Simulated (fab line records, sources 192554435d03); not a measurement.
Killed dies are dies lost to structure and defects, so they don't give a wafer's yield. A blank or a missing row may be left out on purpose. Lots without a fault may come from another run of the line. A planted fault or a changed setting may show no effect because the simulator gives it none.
Problem report in the 8D (eight disciplines) form, filled by code | flow n5_finfet | the parts of the form that need people (team, actions taken, sign-off) are left out

1. THE PROBLEM
etch_rf_on_time_s at N5_BEOL_M3_ETCH_69 reads a mean of 17.3 s on 1 wafer of 1 lot; wafers without a fault read 26.0 s with a standard deviation of 0.57. That is -15 standard deviations from the usual mean.
The step: etches SiARC in CF4, target depth 15.6 nm, time 26 s.
First seen on wafer L281.2, day 11 16:43, on rie_diel-06. The record holds 15 wafers of 5 lots with a number at this step. Rule for "out", or "out of limits": more than 4 standard deviations from the usual mean. The other wafers with a number count as sound.

2. WHAT IT IS AND WHAT IT IS NOT
question                    | is                | is not
which readings at this step | etch_rf_on_time_s | drypump_motor_current_A, oes_product_au, rf_vpp_V, showerhead_plenum_p_Torr, throttle_valve_pct
which lots                  | L281              | L275, L276, L279, L282
which wafers of those lots  | L281.2            | L281.5, L281.6
read on which tools         | rie_diel-06       | rie_diel-04
when                        | from day 11 16:43 | up to then (11 sound wafers); but 3 sound wafers of L282 came after

3. SUSPECTS, AND WHAT RULES EACH OUT
Counting: a tool at a process step up to the reading stays a suspect if it ran every lot that is out. Sound lots after the first of them don't rule it out here, since some wafers of a struck lot are sound.
- rie_diel-06 at N5_BEOL_M3_DESCUM_33 (chemistry O2, time 7 s): kept. It ran the lot that is out, L281 (day 11 16:39); its last sound lot up to then is L276 (day 10 14:59).
- rie_diel-06 at N5_BEOL_M3_ETCH_77 (etches underlayer in N2/H2, target depth 6.5 nm, time 5.2 s): kept. It ran the lot that is out, L281 (day 11 16:41); its last sound lot up to then is L276 (day 10 15:02).
- rie_diel-06 at N5_BEOL_M3_ETCH_69 (etches SiARC in CF4, target depth 15.6 nm, time 26 s): kept. It ran the lot that is out, L281 (day 11 16:43); its last sound lot up to then is L276 (day 10 15:02). Its own readings are out on those wafers: etch_rf_on_time_s.
Left after counting: rie_diel-06 at N5_BEOL_M3_DESCUM_33, rie_diel-06 at N5_BEOL_M3_ETCH_77, rie_diel-06 at N5_BEOL_M3_ETCH_69.

4. THE CAUSE (what the simulator had put in)
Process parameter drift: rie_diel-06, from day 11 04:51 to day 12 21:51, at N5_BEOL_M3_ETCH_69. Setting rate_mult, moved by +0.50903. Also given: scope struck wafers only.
Counting left 3 suspects, and this tool is among them.

5. THE CHAIN OF EFFECTS, in route order
Each row: a reading whose mean over the struck wafers that have a number lies more than 3 standard deviations from the usual. Only readings for which the record gives a usual standard deviation are gone through. hours: the time from each lot's start at the first step in this table that gives one to its start at this step, as a median over the lots. sigmas: the change in usual standard deviations.
hours | step               | reading           | usual  | on struck wafers | change | sigmas
0     | N5_BEOL_M3_ETCH_69 | etch_rf_on_time_s | 26.0 s | 17.3             | -8.7   | -15
The process steps in it:
- N5_BEOL_M3_ETCH_69: etches SiARC in CF4, target depth 15.6 nm, time 26 s.
Later measuring or inspecting steps at which every struck wafer that the step has a row for has a number for every such reading, and none has moved that far: N5_BEOL_M4_RC_MEAS_101.

6. WHAT WOULD HAVE CAUGHT IT SOONER
In this record the first reading out of limits was taken at day 11 16:43, 12 hours after the fault began at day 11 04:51.
